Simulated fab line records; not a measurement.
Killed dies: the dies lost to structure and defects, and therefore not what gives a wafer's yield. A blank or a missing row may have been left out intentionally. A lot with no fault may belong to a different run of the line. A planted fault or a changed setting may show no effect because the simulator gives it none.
Which tool did it? + flow n5-finfet + 11 lots, 33 wafers sampled, at 5 steps of a route of 1938

WHAT THE GAUGES READ, wafer by wafer
N5_DUMMY_GATE_CD_MEAS_24: the cd target is 15 nm.
| lot  | measured    | on        | cd-nm (nm)     |
|------|-------------|-----------|----------------|
| L423 | day 3 00:05 | cd-sem-01 | 15.0 14.6 15.4 |
| L424 | day 3 07:53 | cd-sem-01 | 15.8 15.4 16.3 |
| L427 | day 3 23:34 | cd-sem-02 | 15.3 15.2 14.5 |
| L428 | day 4 07:22 | cd-sem-03 | 14.8 16.0 15.5 |
| L429 | day 4 10:54 | cd-sem-03 | 15.1 14.1 15.6 |
| L431 | day 4 22:04 | cd-sem-01 | 14.9 14.6 14.8 |
| L435 | day 6 05:59 | cd-sem-03 | 14.9 14.4 15.8 |
| L437 | day 6 14:16 | cd-sem-01 | 15.2 15.1 15.6 |
| L442 | day 7 17:26 | cd-sem-01 | 14.5 14.9 13.6 |
| L443 | day 7 23:59 | cd-sem-01 | 14.2 15.3 15.9 |
| L444 | day 8 07:29 | cd-sem-03 | 14.1 14.6 13.8 |

N5_SD_EPI_N_INSPECT_11: inspects for defects (macro).
| lot  | measured    | on                | raw-defect-count |
|------|-------------|-------------------|------------------|
| L423 | day 3 01:52 | defect-inspect-01 | 3 1 3            |
| L424 | day 3 09:22 | defect-inspect-01 | 1 1 2            |
| L427 | day 4 00:47 | defect-inspect-01 | 2 3 2            |
| L428 | day 4 08:50 | defect-inspect-01 | 2 4 2            |
| L429 | day 4 12:38 | defect-inspect-01 | 3 2 1            |
| L431 | day 4 23:25 | defect-inspect-02 | 2 3 1            |
| L435 | day 6 09:39 | defect-inspect-01 | 3 3 0            |
| L437 | day 6 15:37 | defect-inspect-01 | 4 3 2            |
| L442 | day 7 18:39 | defect-inspect-01 | 0 3 5            |
| L443 | day 8 01:34 | defect-inspect-02 | 0 2 1            |
| L444 | day 8 08:50 | defect-inspect-01 | 2 2 3            |

N5_SD_EPI_N_INSPECT_26: inspects for defects (darkfield).
| lot  | measured    | on                | raw-defect-count |
|------|-------------|-------------------|------------------|
| L423 | day 3 06:05 | defect-inspect-01 | 223 225 211      |
| L424 | day 3 14:05 | defect-inspect-01 | 176 187 171      |
| L427 | day 4 06:33 | defect-inspect-02 | 181 193 268      |
| L428 | day 4 13:34 | defect-inspect-02 | 164 232 256      |
| L429 | day 4 18:08 | defect-inspect-01 | 227 189 162      |
| L431 | day 5 04:26 | defect-inspect-02 | 162 220 212      |
| L435 | day 6 13:47 | defect-inspect-02 | 158 189 148      |
| L437 | day 6 19:50 | defect-inspect-02 | 156 171 205      |
| L442 | day 7 22:52 | defect-inspect-01 | 277 218 234      |
| L443 | day 8 05:53 | defect-inspect-02 | 185 180 210      |
| L444 | day 8 13:23 | defect-inspect-02 | 188 222 185      |

N5_BEOL_M4_RC_MEAS_101.
| lot  | measured     | on        | DIBL_N (mV/V)  | DIBL_P (mV/V)  | IOFF_N (nA/um) | IOFF_N_LONG (nA/um)        | IOFF_P (nA/um) | ION_N (uA/um) | ION_P (uA/um) | SS_N (mV/dec)  | SS_P (mV/dec)  | VT_N (mV)   | VT_P (mV)      |
|------|--------------|-----------|----------------|----------------|----------------|----------------------------|----------------|---------------|---------------|----------------|----------------|-------------|----------------|
| L423 | day 7 18:45  | prober-01 | 41.9 36.1 36.1 | 41.1 35.2 33.6 | 0.28 0.14 0.14 | 5.55e-05 5.48e-05 5.69e-05 | 0.38 0.23 0.22 | 698 668 670   | 477 467 465   | 73.4 71.5 70.6 | 74.9 73.1 72.8 | 242 252 251 | -241 -250 -248 |
| L424 | day 8 05:23  | prober-02 | 33.3 35.8 31.7 | 32.8 35.1 30.5 | 0.12 0.15 0.10 | 5.62e-05 5.76e-05 5.74e-05 | 0.16 0.18 0.13 | 678 681 659   | 463 459 453   | 70.7 70.5 69.4 | 72.5 73.2 71.0 | 253 251 256 | -254 -255 -257 |
| L427 | day 8 10:39  | prober-02 | 34.0 36.4 36.0 | 31.3 34.6 34.5 | 0.11 0.15 0.13 | 5.43e-05 5.66e-05 5.31e-05 | 0.17 0.22 0.22 | 674 686 657   | 465 474 462   | 70.7 71.3 71.7 | 72.5 73.6 73.2 | 255 248 252 | -250 -246 -245 |
| L428 | day 9 03:45  | prober-01 | 37.0 32.8 33.5 | 38.0 33.0 33.6 | 0.18 0.11 0.11 | 5.39e-05 5.39e-05 5.4e-05  | 0.22 0.16 0.16 | 679 667 654   | 462 458 454   | 71.9 70.5 70.8 | 74.2 72.3 73.0 | 247 255 255 | -251 -254 -252 |
| L429 | day 9 09:12  | prober-01 | 34.9 38.7 33.5 | 36.7 41.8 35.7 | 0.14 0.22 0.13 | 5.5e-05 5.6e-05 5.6e-05    | 0.19 0.27 0.19 | 651 687 681   | 447 470 466   | 70.6 72.4 71.0 | 73.5 75.0 72.7 | 250 247 251 | -250 -250 -251 |
| L431 | day 9 21:40  | prober-01 | 36.0 37.7 36.6 | 36.3 38.7 37.0 | 0.17 0.19 0.18 | 5.43e-05 5.24e-05 5.34e-05 | 0.19 0.24 0.20 | 679 670 675   | 455 459 452   | 71.6 72.0 71.2 | 74.0 74.3 74.5 | 248 248 246 | -254 -252 -252 |
| L435 | day 10 23:28 | prober-02 | 30.8 34.9 32.7 | 31.1 35.5 31.7 | 0.09 0.13 0.12 | 5.28e-05 5.2e-05 5.58e-05  | 0.16 0.21 0.16 | 657 655 680   | 466 456 467   | 70.4 70.5 70.7 | 72.1 73.3 72.5 | 257 256 252 | -253 -249 -253 |
| L437 | day 11 09:07 | prober-01 | 33.0 38.1 33.3 | 35.4 41.2 35.6 | 0.12 0.22 0.13 | 5.49e-05 5.45e-05 5.57e-05 | 0.20 0.30 0.20 | 666 678 676   | 469 467 474   | 70.3 71.6 70.8 | 72.3 74.2 72.5 | 253 245 253 | -247 -243 -247 |
| L442 | day 12 23:50 | prober-02 | 37.0 36.7 40.5 | 37.4 36.8 42.1 | 0.14 0.14 0.20 | 6.83e-05 6.8e-05 6.68e-05  | 0.20 0.19 0.28 | 662 663 671   | 454 452 463   | 71.3 71.0 72.8 | 73.2 72.4 73.5 | 251 253 250 | -253 -254 -248 |
| L443 | day 12 17:15 | prober-02 | 36.0 35.7 35.7 | 37.6 37.1 38.0 | 0.14 0.13 0.16 | 7.46e-05 7.12e-05 7.23e-05 | 0.23 0.23 0.25 | 674 654 680   | 467 459 473   | 71.3 71.0 71.4 | 73.4 73.1 74.0 | 252 252 248 | -247 -248 -245 |
| L444 | day 13 04:50 | prober-01 | 38.1 34.4 37.3 | 39.9 35.2 38.7 | 0.21 0.14 0.18 | 7.65e-05 7.82e-05 7.58e-05 | 0.25 0.18 0.23 | 684 662 686   | 460 452 466   | 72.7 71.3 72.4 | 74.0 73.2 74.3 | 246 255 252 | -250 -254 -251 |

WHAT TOOL EACH LOT RAN ON (gives the tool, then ch and the chambers of the sampled wafers, and finally the start)
| lot  | N5_SD_EPI_N_WET_ETCH_43            |
|------|------------------------------------|
| L423 | wet-bench-04 ch 1,4,5, day 3 02:59 |
| L424 | wet-bench-04 ch 3,4,5, day 3 10:16 |
| L427 | wet-bench-04 ch 1,2,7, day 4 01:45 |
| L428 | wet-bench-01 ch 1,4,7, day 4 09:45 |
| L429 | wet-bench-02 ch 4,5,6, day 4 13:48 |
| L431 | wet-bench-01 ch 0,3,7, day 5 00:20 |
| L435 | wet-bench-01 ch 0,1,2, day 6 10:37 |
| L437 | wet-bench-02 ch 3,5,7, day 6 16:31 |
| L442 | wet-bench-02 ch 1,6,7, day 7 19:47 |
| L443 | wet-bench-02 ch 0,3,7, day 8 02:49 |
| L444 | wet-bench-02 ch 0,3,6, day 8 09:44 |
- N5_SD_EPI_N_WET_ETCH_43: etches SiO2 in dHF, time 14 s, target depth 1.5 nm.

WHAT THE TOOLS THEMSELVES READ (means of the sampled wafers that have a number; where no wafer has one, the mark that the record gives instead)
N5_SD_EPI_N_WET_ETCH_43.
| lot  | tool         | temp-c (C) |
|------|--------------|------------|
| L423 | wet-bench-04 | 25.04      |
| L424 | wet-bench-04 | 24.93      |
| L427 | wet-bench-04 | 25.02      |
| L428 | wet-bench-01 | 25.08      |
| L429 | wet-bench-02 | 25.00      |
| L431 | wet-bench-01 | 24.97      |
| L435 | wet-bench-01 | 25.00      |
| L437 | wet-bench-02 | 24.94      |
| L442 | wet-bench-02 | -          |
| L443 | wet-bench-02 | -          |
| L444 | wet-bench-02 | -          |

THE ANSWER, worked out from the rows above alone
Rule: the usual values come from the lots themselves. Put in order of their means at a reading, lots are off if they are a third of the lots or fewer, leave a main group of 4 or more, and stand apart from it by a gap of 3 or more times the standard deviation of the main group's means; of several such gaps the widest counts. The tables above print the reading to a certain number of digits; a main group whose means all agree to those digits is not used. A lot without any number at a reading at which 4 lots or more have one is off too. Where the step has rows for the other lots, those lots are counted as sound. The gauges are gone through in route order, then the tools' own readings, and for those a lot's mean is taken as printed above. The first step at which some lot is off is used, and at that step the reading that is off furthest; a lot without a number counts as furthest.
Off: L442, L443, L444, seen at N5_BEOL_M4_RC_MEAS_101 (IOFF_N_LONG). Mean 5.49e-05 nA/um and standard deviation 1.2e-06 in the main group.
A tool fits if, at a process step before that reading, it ran every lot that is off, and no sound lot after the first of them. Not tried: the gauges at N5_BEOL_M4_RC_MEAS_101; whatever is off there is also off at N5_SD_EPI_N_WET_ETCH_43, on other tools, and gauge error can't account for it. One fits: wet-bench-02 at N5_SD_EPI_N_WET_ETCH_43. A fault onset in the window from L437 (day 6 16:31, its last sound lot) to L442 (day 7 19:47, its first lot off) fits.
Blank at N5_SD_EPI_N_WET_ETCH_43 on the lots that are off, where sound lots have numbers: temp-c.

WHAT WAS PUT IN BY THE SIMULATOR
At N5_SD_EPI_N_WET_ETCH_43, the step was skipped entirely on wet-bench-02 from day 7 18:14 on. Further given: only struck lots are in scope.
Lots struck among those shown: L442, L443, L444. This agrees with what the rule above found.
